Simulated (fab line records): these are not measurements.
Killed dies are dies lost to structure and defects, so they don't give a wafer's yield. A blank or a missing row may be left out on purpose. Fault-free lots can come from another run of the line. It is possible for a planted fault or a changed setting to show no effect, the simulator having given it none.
What tool caused it? + flow n5-finfet + 9 lots with 27 wafers sampled at 3 steps, on a route of 1938 steps

## WHAT EACH GAUGE READ, for each wafer
N5_BEOL_M4_RC_MEAS_101.
| lot  | measured     | on        | DIBL_N (mV/V)  | DIBL_P (mV/V)  | IOFF_N (nA/um) | IOFF_P (nA/um) | ION_N (uA/um) | ION_P (uA/um) | SS_N (mV/dec)  | SS_P (mV/dec)  | VT_N (mV)   | VT_P (mV)      |
|------|--------------|-----------|----------------|----------------|----------------|----------------|---------------|---------------|----------------|----------------|-------------|----------------|
| L373 | day 7 16:49  | prober-02 | 41.7 36.4 36.7 | 41.5 34.4 34.5 | 0.27 0.14 0.15 | 0.30 0.17 0.18 | 687 663 664   | 465 449 449   | 73.2 71.2 71.7 | 75.1 73.3 74.0 | 244 255 255 | -247 -257 -255 |
| L372 | day 7 17:22  | prober-01 | 32.1 33.0 31.8 | 33.7 33.8 33.3 | 0.12 0.14 0.12 | 0.18 0.18 0.17 | 657 671 663   | 456 459 459   | 70.5 71.7 70.7 | 72.6 72.8 72.1 | 254 254 252 | -254 -254 -250 |
| L375 | day 8 17:45  | prober-02 | 40.0 35.5 40.0 | 40.1 35.4 41.3 | 0.22 0.14 0.24 | 0.28 0.20 0.32 | 691 664 700   | 467 455 482   | 72.0 71.4 72.0 | 73.9 73.4 73.7 | 243 251 242 | -243 -251 -243 |
| L376 | day 8 18:52  | prober-01 | 29.9 35.4 32.0 | 30.0 36.9 32.9 | 0.09 0.16 0.11 | 0.13 0.22 0.17 | 677 671 675   | 470 467 475   | 69.7 71.6 71.5 | 71.6 72.5 71.8 | 256 245 254 | -257 -249 -250 |
| L384 | day 10 21:15 | prober-02 | 34.1 34.7 35.0 | 31.5 31.4 31.5 | 0.12 0.11 0.13 | 0.19 0.18 0.20 | 685 651 662   | 473 455 466   | 70.1 71.0 70.8 | 72.6 72.2 72.7 | 253 256 253 | -250 -248 -248 |
| L386 | day 11 03:30 | prober-01 | 41.8 34.5 35.7 | 41.4 32.9 33.3 | 0.27 0.13 0.13 | 0.32 0.18 0.18 | 684 668 650   | 462 462 447   | 73.2 70.4 71.9 | 74.9 72.5 73.4 | 247 251 256 | -244 -251 -251 |
| L387 | day 12 02:37 | prober-01 | 34.7 38.4 35.1 | 34.9 39.5 35.9 | 0.14 0.21 0.15 | 0.19 0.27 0.21 | 677 684 670   | 466 469 459   | 70.6 72.1 71.5 | 73.5 74.4 72.9 | 251 246 252 | -250 -248 -253 |
| L394 | day 14 07:53 | prober-01 | 36.6 35.8 35.0 | 39.2 38.0 36.9 | 0.19 0.16 0.14 | 0.24 0.21 0.20 | 694 684 669   | 479 469 461   | 70.8 71.7 71.0 | 73.8 73.5 73.1 | 242 248 252 | -249 -251 -250 |
| L395 | day 14 13:20 | prober-01 | 35.6 37.2 35.3 | 36.6 38.3 36.1 | 0.14 0.17 0.13 | 0.17 0.19 0.16 | 672 683 650   | 454 463 445   | 71.1 71.8 70.9 | 72.9 73.6 73.2 | 252 251 254 | -256 -254 -258 |

N5_MIM_TOP_LITHO_OVL_MEAS_11.
| lot  | measured     | on         | MIM_TOP_OVL (nm) |
|------|--------------|------------|------------------|
| L373 | day 11 17:35 | overlay-02 | -3 4 -3          |
| L372 | day 11 12:43 | overlay-02 | 4 -5 8           |
| L375 | day 12 20:13 | overlay-01 | 14 13 8          |
| L376 | day 12 17:26 | overlay-01 | 9 6 6            |
| L384 | day 14 22:14 | overlay-01 | -8 -3 -5         |
| L386 | day 16 12:04 | overlay-02 | 8 8 9            |
| L387 | day 16 08:22 | overlay-01 | 0 -3 -3          |
| L394 | day 18 02:31 | overlay-01 | 18 8 5           |
| L395 | day 18 15:41 | overlay-02 | -1 -1 7          |

N5_MIM_BOT_LITHO_OVL_MEAS_11.
| lot  | measured     | on         | MIM_BOT_OVL (nm) |
|------|--------------|------------|------------------|
| L373 | day 11 18:37 | overlay-01 | 3 2 6            |
| L372 | day 11 13:43 | overlay-01 | 9 4 3            |
| L375 | day 12 21:07 | overlay-01 | 6 8 1            |
| L376 | day 12 18:25 | overlay-01 | 8 2 0            |
| L384 | day 14 23:07 | overlay-02 | 4 6 -6           |
| L386 | day 16 12:50 | overlay-01 | -3 1 -2          |
| L387 | day 16 09:06 | overlay-01 | -5 -3 -2         |
| L394 | day 18 03:53 | overlay-01 | 8 11 1           |
| L395 | day 18 16:34 | overlay-02 | 10 7 5           |

## EACH LOT AND THE TOOL THAT RAN IT (in order: tool; ch and the chambers of the sampled wafers; start)
Before these readings, the record contains no process step.

## WHAT THE TOOLS THEMSELVES READ (means of the sampled wafers that have a number; where no wafer has one, the mark that the record gives instead)
The record holds no such reading with a usual standard deviation.

## THE ANSWER, worked out from the rows above alone
Rule: what is usual is taken from the lots themselves. The widest of any qualifying gaps counts: lots, ordered by their means at a reading, are off when they make up no more than a third of the lots, leave a main group of 4 or more, and stand apart from it by 3 or more times the standard deviation of that group's means. If all means in a main group match to the digits the tables above print for the reading, that group is not used. Also off: a lot with no number at a reading for which 4 or more lots have one. Any other lot the step has rows for is counted as sound. Order of review: gauges by route order, followed by the tools' own readings, for which a lot's mean as printed above is used. The first step at which some lot is off is used, and at that step the reading that is off furthest; a lot without a number counts as furthest.
Nothing can be told from this: no lot is off at any reading shown.

## WHAT THE SIMULATOR HAD INSERTED
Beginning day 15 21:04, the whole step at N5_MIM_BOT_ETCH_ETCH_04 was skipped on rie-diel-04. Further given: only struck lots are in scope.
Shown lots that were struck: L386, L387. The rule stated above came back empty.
